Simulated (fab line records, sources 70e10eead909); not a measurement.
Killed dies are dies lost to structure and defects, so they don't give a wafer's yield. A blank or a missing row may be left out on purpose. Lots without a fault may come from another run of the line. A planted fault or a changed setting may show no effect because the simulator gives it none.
fab line records | flow nand_harc
record lots=6 wafers=18 last_day=33
route steps=1302 shown P_GATE@193 P_CONTACT@217 END@1302
lots that met no fault: from a run of the same line without faults
start_h: hours from the record's first day to the start of the lot's first wafer shown | wait_h: hours since the lot's step before | " the same as in the row above | L1.1+2: a row that stands for several wafers | - no value, or no start given | * or withheld: withheld | < > ~ a bound
route shown NAME@n: a module of which the file shows steps, and the number in the route of the first | usual: mean/standard deviation of fault-free wafers | same: alike in all rows | chamber/n: place in a boat | sites: the reading at each site | _std_site: their standard deviation | _edge_site: outer sites' mean less inner sites' | radius_mm: how far each site lies from the wafer's centre | mask NAME#n: copy n | behind: the tool/chamber that last shaped the wafer | hold: why the lot was held/for how many hours/how that ended | device: the transistor (n, p or np) that didn't switch | end of line: the same wafers' tests at the end of the route | a step without rows: its recipe alone | killed: dies lost to structure and defects at the first sort, not the wafer's yield | map: a wafer's dies, x killed, . not, _ none there
set.NAME: the setting as run; set.NAME@STEP: as run at that earlier step | model.NAME: the simulator's own value behind a step, which no gauge read
lots at some steps of the route; a table a step, a row a wafer
services: from which hour (start_h, from the record's first day; less than 0 if before it) a tool's chamber was out of use, for how many hours, and why
## steps
# step NHARC_P_GATE_HMDS_84
# recipe time_s=30
# step NHARC_P_GATE_COAT_85
# recipe spin_rpm=3000
# step NHARC_P_GATE_SOFTBAKE_86
# recipe temp_c=122 time_s=95
# step NHARC_P_GATE_EBR_87
# step NHARC_P_GATE_EXPOSE_88
# recipe na=0.6 target_cd_nm=2000 dose_mj=11.87 mask_id=P_HVN
# step NHARC_P_GATE_PEB_89
# recipe peb_temp_c=118 peb_time_s=85
# step NHARC_P_GATE_DEVELOP_90
# recipe time_s=70
# step NHARC_P_GATE_CD_MEAS_91
# recipe target_cd_nm=2000 landing_energy_ev=500
# usual cd_nm=1999.3/1.6
# columns lot.wafer tool chamber start_h wait_h cd_nm
L246.1 cd_sem-03 0 115.06 - 1998.2
L246.4 " 0 " " 1996.7
L246.6 " 0 " " 1997.4
L249.1 cd_sem-02 0 150.34 - 1998.4
L249.3 " 0 " " 1998.1
L249.5 " 0 " " 1998.4
L257.1 cd_sem-02 0 220.69 - 1998.6
L257.4 " 0 " " 1996.2
L257.6 " 0 " " 1996.7
L258.1 cd_sem-01 0 230.41 - 1999.7
L258.2 " 0 " " 1999.6
L258.3 " 0 " " 1999.8
L266.2 cd_sem-03 0 305.22 - 1996.6
L266.4 " 0 " " 1997.7
L266.5 " 0 " " 1996.8
L268.1 cd_sem-01 0 331.45 - 2001.7
L268.3 " 0 " " 1998.7
L268.6 " 0 " " 2000.6
# step NHARC_P_GATE_HARDBAKE_92
# recipe temp_c=125 time_s=80
# step NHARC_P_GATE_DESCUM_93
# recipe time_s=3 o2_flow_sccm=200 ar_flow_sccm=0 bias_power_w=0 chemistry=O2
# step NHARC_P_GATE_IMPLANT_94
# recipe energy_kev=60 dose_cm2=2e+15 tilt_deg=7
# step NHARC_P_GATE_STRIP_113
# recipe power_w=1500 temp_c=110 time_s=740 chemistry=N2/H2
# usual drypump_motor_current_A=5.8/0.41 heater_power_w=83/6
# columns lot.wafer tool chamber start_h wait_h drypump_motor_current_A heater_power_w rf_hours_counter_h
L246.1 plasma_asher-02 0 115.59 0.2 5.8 90 7
L246.4 " 0 " " 5.8 91 -
L246.6 " 1 " " 6.1 82 -
L249.1 plasma_asher-02 1 150.99 0.3 6.2 82 12
L249.3 " 1 " " 6.2 83 -
L249.5 " 1 " " 6.1 83 -
L257.1 plasma_asher-02 0 221.23 0.2 5.9 93 31
L257.4 " 1 " " 6.2 84 -
L257.6 " 0 " " 5.8 93 -
L258.1 plasma_asher-02 0 230.95 0.2 5.8 94 34
L258.2 " 1 " " 6.2 82 34
L258.3 " 1 " " 6.1 84 -
L266.2 plasma_asher-01 1 305.75 0.2 6.2 73 28
L266.4 " 0 " " 5.2 84 -
L266.5 " 0 " " 5.2 83 -
L268.1 plasma_asher-01 1 332.10 0.3 6.2 73 32
L268.3 " 0 " " 5.2 83 -
L268.6 " 1 " " 6.2 73 -
# step NHARC_P_GATE_STRIP_95
# recipe power_w=1500 temp_c=250 chemistry=O2
# usual drypump_motor_current_A=5.8/0.41 heater_power_w=310/22
# columns lot.wafer tool chamber start_h wait_h drypump_motor_current_A heater_power_w rf_hours_counter_h
L246.1 plasma_asher-02 0 116.31 0.6 5.8 333 8
L246.4 " 0 " " 5.8 338 -
L246.6 " 1 " " 6.1 306 -
L249.1 plasma_asher-02 1 151.60 0.5 6.2 303 13
L249.3 " 1 " " 6.2 313 -
L249.5 " 1 " " 6.2 313 -
L257.1 plasma_asher-02 0 221.94 0.6 5.8 343 32
L257.4 " 1 " " 6.2 304 -
L257.6 " 0 " " 5.8 338 -
L258.1 plasma_asher-02 0 231.67 0.6 5.8 333 34
L258.2 " 1 " " 6.1 307 34
L258.3 " 1 " " 6.2 317 -
L266.2 plasma_asher-01 1 306.47 0.6 6.1 282 28
L266.4 " 0 " " 5.2 314 -
L266.5 " 0 " " 5.2 310 -
L268.1 plasma_asher-01 1 332.72 0.5 6.2 280 33
L268.3 " 0 " " 5.2 308 -
L268.6 " 1 " " 6.2 281 -
# step NHARC_P_GATE_STRIP_96
# recipe time_s=900 temp_c=130 chemistry=SPM
# step NHARC_P_GATE_RTA_64
# recipe temp_c=1050 time_s=1
# step NHARC_P_GATE_ETCH_77
# recipe target_depth_a=60 chemistry=dHF material=SiO2
# step NHARC_P_GATE_DEGAS_109
# recipe temp_c=300 time_s=60
# usual heater_power_w=462/44
# columns lot.wafer tool chamber start_h wait_h heater_power_w
L246.4 pvd_sputter-01 - 117.18 0.1 430
L246.1 " - " " 522
L246.6 " - " " 419
L249.1 pvd_sputter-03 - 152.51 0.1 467
L249.3 " - " " 573
L249.5 " - " " 460
L257.1 pvd_sputter-01 - 222.82 0.1 423
L257.4 " - " " 524
L257.6 " - " " 435
L258.1 pvd_sputter-03 - 232.55 0.1 469
L258.3 " - " " 448
L258.2 " - " " 492
L266.4 pvd_sputter-01 - 307.33 0.1 418
L266.2 " - " " 445
L266.5 " - " " 444
L268.3 pvd_sputter-01 - 333.57 0.1 530
L268.1 " - " " 415
L268.6 " - " " 446
# step NHARC_P_GATE_PRE_CLEAN_110
# recipe time_s=30 bias_v=200 gas=Ar
# step NHARC_P_GATE_SPUTTER_78
# recipe target_thk_a=100 material=Ni
# step NHARC_P_GATE_SPUTTER_79
# recipe target_thk_a=100 material=TiN
# step NHARC_P_GATE_RTA_80
# recipe temp_c=300 time_s=30
# usual lamp_power_pct=2.17/0.045 lamp_zone_5_pct=2.17/0.044 wafer_temp_C_max=301.1/0.42
# columns lot.wafer tool chamber start_h wait_h lamp_power_pct lamp_zone_5_pct wafer_temp_C_max
L246.1 rtp_anneal-01 0 117.48 - 2.13 2.13 300.8
L246.4 " 0 " " 2.13 2.13 300.7
L246.6 " 0 " " 2.13 2.13 301.0
L249.1 rtp_anneal-02 0 152.82 - 2.22 2.22 301.3
L249.3 " 0 " " 2.22 2.22 301.2
L249.5 " 0 " " 2.22 2.22 301.5
L257.1 rtp_anneal-01 0 223.11 - 2.13 2.13 300.5
L257.4 " 0 " " 2.13 2.13 300.9
L257.6 " 0 " " 2.13 2.13 300.8
L258.1 rtp_anneal-02 0 232.84 - 2.22 2.22 301.3
L258.2 " 0 " " 2.22 2.22 301.7
L258.3 " 0 " " 2.22 2.22 302.1
L266.2 rtp_anneal-01 0 307.65 - 2.13 2.13 300.4
L266.4 " 0 " " 2.13 2.13 300.4
L266.5 " 0 " " 2.13 2.13 300.6
L268.1 rtp_anneal-02 0 333.86 - 2.22 2.22 301.4
L268.3 " 0 " " 2.22 2.22 301.6
L268.6 " 0 " " 2.22 2.23 301.8
# step NHARC_P_GATE_STRIP_67
# recipe time_s=600 temp_c=130 chemistry=SPM
# step NHARC_P_GATE_RTA_82
# recipe temp_c=450 time_s=30
# usual lamp_power_pct=4.30/0.086 lamp_zone_5_pct=4.32/0.087 wafer_temp_C_max=451.8/0.69
# columns lot.wafer tool chamber start_h wait_h lamp_power_pct lamp_zone_5_pct wafer_temp_C_max
L246.1 rtp_anneal-02 0 117.94 - 4.36 4.38 451.6
L246.4 " 0 " " 4.36 4.38 451.8
L246.6 " 0 " " 4.37 4.39 452.4
L249.1 rtp_anneal-01 0 153.28 - 4.19 4.20 450.9
L249.3 " 0 " " 4.19 4.20 451.0
L249.5 " 0 " " 4.18 4.20 451.0
L257.1 rtp_anneal-02 0 223.61 - 4.37 4.39 452.2
L257.4 " 0 " " 4.37 4.38 451.8
L257.6 " 0 " " 4.37 4.39 452.3
L258.1 rtp_anneal-01 0 233.31 - 4.19 4.20 450.5
L258.2 " 0 " " 4.19 4.20 451.0
L258.3 " 0 " " 4.19 4.20 451.0
L266.2 rtp_anneal-02 0 308.13 - 4.37 4.39 451.5
L266.4 " 0 " " 4.36 4.38 452.7
L266.5 " 0 " " 4.37 4.38 451.8
L268.1 rtp_anneal-01 0 334.32 - 4.19 4.21 450.7
L268.3 " 0 " " 4.19 4.20 451.2
L268.6 " 0 " " 4.19 4.20 451.1
# step NHARC_P_GATE_INSPECT_68
# usual raw_defect_count=199/69
# columns lot.wafer tool chamber start_h wait_h raw_defect_count
L246.1 defect_inspect-01 - 118.13 0.2 201
L246.4 " - " " 129
L246.6 " - " " 306
L249.1 defect_inspect-01 - 153.49 0.2 172
L249.3 " - " " 223
L249.5 " - " " 270
L257.1 defect_inspect-02 - 223.80 0.2 903
L257.4 " - " " 202
L257.6 " - " " 768
L258.1 defect_inspect-01 - 233.51 0.2 833
L258.2 " - " " 262
L258.3 " - " " 223
L266.2 defect_inspect-02 - 308.29 0.1 228
L266.4 " - " " 197
L266.5 " - " " 150
L268.1 defect_inspect-01 - 334.52 0.2 172
L268.3 " - " " 250
L268.6 " - " " 143
# step NHARC_P_CONTACT_DEP_30
# recipe target_thk_a=300 temp_c=400 target_thk_nm=30 flow_sccm=200 rf_w=450 material=SiNx
# usual heater_power_w=803/100
# columns lot.wafer tool chamber start_h wait_h heater_power_w
L246.1 pecvd-01 0 118.20 0.1 653
L246.6 " 0 " " 660
L246.4 " 2 " " 856
L249.3 pecvd-02 1 153.61 0.1 778
L249.1 " 2 " " 665
L249.5 " 0 " " 946
L257.1 pecvd-02 1 223.90 0.1 812
L257.6 " 0 " " 828
L257.4 " 1 " " 847
L258.2 pecvd-01 0 233.58 0.1 759
L258.3 " 1 " " 740
L258.1 " 2 " " 787
L266.2 pecvd-04 2 308.40 0.1 950
L266.5 " 1 " " 698
L266.4 " 0 " " 646
L268.3 pecvd-04 1 334.62 0.1 714
L268.1 " 2 " " 990
L268.6 " 2 " " 1016
# step NHARC_END_SORT_01
# recipe temp_c=25
# usual killed_at_array=53/20 killed_at_other=1/1.2 killed_at_periphery=3.7/2.6 killed_dies=58/20 killed_open=3.5/1.8 killed_short=2.4/1.7
# same gross_dies=677
# columns lot.wafer tool chamber start_h wait_h killed_at_array killed_at_other killed_at_periphery killed_dies killed_open killed_short
L257.1 prober-02 0 676.18 2.5 42 1 92 135 5 0
L257.6 prober-02 0 680.20 4.0 35 0 84 119 0 0
L258.1 prober-01 0 676.21 2.5 91 2 90 183 1 3
# killed by level:class
L257.1 P_GATE:unspecified=82 A_CHANNEL_HOLE_D2:chamber_film_flake=19 A_CHANNEL_HOLE_D1:chamber_film_flake=9 P_GATE:chamber_film_flake=5 A_SLIT:chamber_film_flake=5 P_BONDPAD:chamber_film_flake=4 A_STAIRCASE:chamber_film_flake=4 P_CONTACT:geometric_particle:open=1
L258.1 P_GATE:unspecified=86 A_CHANNEL_HOLE_D1:chamber_film_flake=33 A_SLIT:chamber_film_flake=31 A_BLC:chamber_film_flake=6 A_STAIRCASE:chamber_film_flake=5 P_BONDPAD:chamber_film_flake=3 A_SGD_CUT:chamber_film_flake=3 A_CONTACT:chamber_film_flake=3
L257.6 P_GATE:unspecified=79 A_CHANNEL_HOLE_D2:chamber_film_flake=18 A_CHANNEL_HOLE_D1:chamber_film_flake=13 P_GATE:chamber_film_flake=2 P_BONDPAD:chamber_film_flake=2 A_DECK1_JOINT:chamber_film_flake=2 A_SLIT:chamber_film_flake=2 P_ZERO_WELL:chamber_film_flake=1
# map L257.1 (x killed, . not)
____________.____________
_________......._________
_______..........._______
______.............______
_____..............._____
____.......x.x....x..____
____..x...xxxxxxx....____
___.......xxxxxxx.....___
___....x.xxxxxxxx.....___
__.......xxxxxxxx......__
__...x...xxxxxxxxxx....__
_.......xxxxxxxxx......._
_........xxxxxxxx......._
_.......xxxxxxxxx...x..._
_........xxxxxxx.......x_
_.......x.xxxxxx........_
.........xxxxxx..........
.........x..xxx....x.....
.............x.x....x....
......x.............x....
xx.......................
_................x......_
_........x..xx.....x..x._
_................x......_
_.......x.........x.xx.x_
_.....x.x.........x..xxx_
__..............x..xxxx__
__.................x..x__
___...x...........x...___
___.....x.............___
____.................____
____.x...............____
_____..............._____
______.............______
_______..........._______
_________......._________
____________.____________
# map L258.1 (x killed, . not)
____________.____________
_________......._________
_______..........._______
______.......x.....______
_____.......x......._____
____.xx...x.x........____
____x.....x.xxxx..x..____
___...x.x.xxxxx......x___
___x..x..xxxxxxx..x...___
__...x.x..xxxxxxx......__
__.xxxxxxxxxxxxxx.x....__
_..xxxxxxxxxxxxxxx......_
_.x.xxxxxxxxxxxxx.....x._
_...xxxx..xxxxxxx......._
_..x.xxxxxxxxxxxx......x_
_...xxx..xxxxxxx...x...._
......xx..xxxxx.x........
....x......x..x..........
..........x............x.
.............x...........
................x.x......
_...................xx.._
_................x.xx..._
_.................xx.xx._
_.......x........xxxxx.._
_.......x........x.xxxx._
__.....xx.........xxx.x__
__.......x..........xxx__
___x...x..........xxx.___
___............x.xxxx.___
____...x..........x..____
____.................____
_____.............x._____
______.............______
_______.......x..._______
_________......._________
____________x____________
## services
# columns tool chamber start_h hours kind
pecvd-01 1 102.60 15.5 repair
pecvd-01 - 130.05 13.0 pm
plasma_asher-01 - 166.15 9.0 pm
plasma_asher-01 0 166.15 9.0 vent_cycle
plasma_asher-01 1 166.15 9.0 vent_cycle
pvd_sputter-03 - 170.00 10.0 pm
pecvd-04 - 170.94 0.5 repair
plasma_asher-01 0 175.15 - clean
plasma_asher-01 1 175.15 - clean
pvd_sputter-01 - 225.24 3.9 repair
pecvd-02 - 227.00 13.0 pm
plasma_asher-01 - 227.55 1.3 repair
pvd_sputter-01 - 229.17 10.0 pm
pecvd-01 - 240.54 1.0 repair
plasma_asher-02 - 249.21 9.0 pm
plasma_asher-02 0 249.21 9.0 vent_cycle
plasma_asher-02 1 249.21 9.0 vent_cycle
pvd_sputter-01 - 253.70 4.3 repair
plasma_asher-02 0 258.21 - clean
plasma_asher-02 1 258.21 - clean
pecvd-04 - 269.15 13.0 pm
pecvd-02 - 288.22 0.7 repair
pecvd-02 0 293.24 2.4 repair
pecvd-01 - 311.56 13.0 pm
## key
first_sign step=NHARC_P_GATE_INSPECT_68 reading=raw_defect_count direction=up sigmas=9.2 usual=199 struck=835
effect step=NHARC_END_SORT_01 reading=killed_at_periphery direction=up sigmas=33 usual=3.7 struck=88.7
more_kills_born_at NHARC_P_GATE_STRIP_95@plasma_asher-02=247
met_at NHARC_P_GATE_STRIP_95
struck_wafers L257.1,L257.6,L258.1
tester_left_out L257,L258
onset_between 116.31 221.94
fault kind=chamber_particle_source tool=plasma_asher-02 chamber=0 onset_h=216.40 steps=NHARC_P_GATE_STRIP_95 rate_per_visit_cm2=0.92723 end_h=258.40
# tester_left_out: of these lots the tester's yield and bins aren't shown, on N5 and GAA mostly nor the transistor test; their killed dies are dies lost to structure and defects alone, not to doping, threshold or leakage, so they don't give the yield
